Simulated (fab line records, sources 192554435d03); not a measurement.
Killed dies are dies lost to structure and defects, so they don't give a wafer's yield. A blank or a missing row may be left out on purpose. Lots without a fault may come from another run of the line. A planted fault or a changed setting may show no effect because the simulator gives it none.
Chamber matching | flow n5_finfet | N5_PASSIVATION_STRIP_14 on rie_diel-03: 4 sister chambers
The step strips in O2. 8 wafers are shown with their chamber, then 11 later ones without.

WAFERS WITH THEIR CHAMBER
wafer  | chamber | showerhead_plenum_p_Torr (Torr) | oes_product_au (a.u.)
L085.2 | 1       | 2.11                            | 0.83
L087.1 | 0       | 2.09                            | 0.71
L087.4 | 1       | 2.11                            | 0.83
L087.6 | 2       | 2.14                            | 0.92
L086.1 | 3       | 2.08                            | 0.70
L086.3 | 0       | 2.09                            | 0.70
L086.4 | 2       | 2.14                            | 0.92
L091.3 | 3       | 2.07                            | 0.69

WAFERS WITHOUT THEIR CHAMBER
wafer  | showerhead_plenum_p_Torr (Torr) | oes_product_au (a.u.)
L091.4 | 2.14                            | 0.92
L091.5 | 2.09                            | 0.70
L096.2 | 2.14                            | 0.91
L096.3 | 2.09                            | 0.71
L096.5 | 2.14                            | 0.89
L093.1 | 2.10                            | 0.81
L093.4 | 2.09                            | 0.70
L093.5 | 2.07                            | 0.70
L097.3 | 2.10                            | 0.82
L097.5 | 2.09                            | 0.71
L097.6 | 2.07                            | 0.69

WHICH CHAMBER EACH WENT THROUGH
wafer  | from the rows above | in truth
L091.4 | 2                   | 2
L091.5 | 0                   | 0
L096.2 | 2                   | 2
L096.3 | 0                   | 0
L096.5 | 2                   | 2
L093.1 | 1                   | 1
L093.4 | 0                   | 0
L093.5 | 3                   | 3
L097.3 | 1                   | 1
L097.5 | 0                   | 0
L097.6 | 3                   | 3
Placed correctly: 11 of 11. Can't be placed from these rows: 0. Placed wrongly: 0.
How it was worked out, from the rows above alone: a wafer's distance from a chamber is the root of the sum, over the readings, of the square of ((its reading less the chamber's mean) divided by the reading's scatter). The wafer belongs to the nearest chamber; if the next one is less than 2 further off, it can't be placed. A chamber's mean is the mean of its shown wafers. The scatter: the root of (the sum of the squares of (reading less its chamber's mean) over the shown wafers, divided by (wafers less chambers)).
